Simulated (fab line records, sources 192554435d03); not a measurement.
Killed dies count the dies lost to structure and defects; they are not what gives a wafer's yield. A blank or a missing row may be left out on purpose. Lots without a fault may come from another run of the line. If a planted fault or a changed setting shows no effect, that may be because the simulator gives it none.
Split-lot experiment ; flow n5_finfet ; 21 wafers read across 7 lots, on a route 1938 steps long

== ON THE SPLIT ==
At N5_BEOL_M2_ETCH_70 (etches SOC in N2/H2, target depth 80 nm, overetch 24 nm, time 130 s), the setting source_w was moved away from the recipe's 840 W on 10 of the 21 wafers read, by -11.0% to +15.9%. This setting was run at the recipe's value on the other wafers.

The reading is taken at the split's own step.

== THE READING ==
rf_vpp_V, in V, at N5_BEOL_M2_ETCH_70 (etches SOC in N2/H2, target depth 80 nm, overetch 24 nm, time 130 s). On this fab line, fault-free wafers typically give 522.8 V with a standard deviation of 1.2 V.

wafer;tool, chamber at the split;source_w as run, W;against the recipe;rf_vpp_V, V;against lot-mates on the recipe
L079.1;rie_diel-01, 3;840;recipe;524.8;-
L079.3;rie_diel-01, 2;973.5;+15.9%;496.8;-28.0
L079.6;rie_diel-01, 1;973.5;+15.9%;497.9;-26.9
L080.1;rie_diel-01, 0;840;recipe;522.4;-
L080.3;rie_diel-01, 2;840;recipe;522.5;-
L080.5;rie_diel-01, 3;912.1;+8.6%;509.7;-12.8
L090.2;rie_diel-01, 0;840;recipe;521.8;-
L090.3;rie_diel-01, 3;747.4;-11.0%;542.9;+21.1
L090.4;rie_diel-01, 0;747.4;-11.0%;543.2;+21.4
L093.1;rie_diel-01, 0;840;recipe;520.6;-
L093.2;rie_diel-01, 3;840;recipe;522.5;-
L093.4;rie_diel-01, 3;840;recipe;522.6;-
L095.3;rie_diel-02, 1;937.4;+11.6%;504.1;-19.0
L095.5;rie_diel-02, 2;937.4;+11.6%;504.6;-18.5
L095.6;rie_diel-02, 1;840;recipe;523.1;-
L096.1;rie_diel-02, 2;959.6;+14.2%;499.6;-24.3
L096.3;rie_diel-02, 0;959.6;+14.2%;498.0;-25.9
L096.5;rie_diel-02, 2;840;recipe;523.9;-
L097.3;rie_diel-02, 3;840;recipe;523.6;-
L097.5;rie_diel-02, 1;913.5;+8.7%;509.1;-13.0
L097.6;rie_diel-02, 0;840;recipe;520.6;-

THE FIT
A straight line over all 21 wafers: rf_vpp_V changes by -1.67 V for each +1% of source_w; r = -1.00; the points scatter about the line by 1.3 V.
The same after taking each lot's own level away (the mean of its wafers on the recipe; 21 wafers): -1.75 V for each +1%; r = -1.00; scatter 1.2 V.
According to that fit, moving source_w by its largest amount changes the reading by 28 V.
Measured against the standard deviation above, the lots' own levels, which go from 521.80 to 524.80 V, span 2.5 times it.
The two slopes are in agreement: the lot-to-lot level therefore moves the slope only a little.
Check: -27.2 V against its lot-mates is what the line predicts for one of the wafers moved furthest among these (+15.9%) when that wafer is left out of the fit. Against them it came out at -28 V.
Tool readings at the split's step, against how far the setting was moved: rf_vpp_V r = -1.00.

== OTHER SPLITS APPLIED TO THESE WAFERS ==
Other splits were also applied to these wafers ahead of the reading. Each is held against what the fit with the lots' levels taken away leaves over:
other split on the same wafers;wafers away from the commonest value;r with rf_vpp_V (lot level and that fit taken away)
N5_MOL_CONTACT_COAG_VIA_ETCH_117 bias_w;10;-0.13
N5_MOL_CONTACT_COAG_CVD_140 target_thk_a;4;+0.03
N5_BEOL_M0_CUTY_EXPOSE_54 dose_mj;8;+0.11
N5_BEOL_M0_CUTY_ETCH_63 source_w;7;+0.11
N5_BEOL_M1_ETCH_64 bias_w;5;-0.37
N5_BEOL_M2_COAT_61 spin_rpm;5;-0.06
N5_BEOL_M2_COAT_73 temp_c;4;+0.00

== FILE'S OWN FIT ==
rf_vpp_V changes by -1.7 V for each +1% of source_w, r = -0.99.
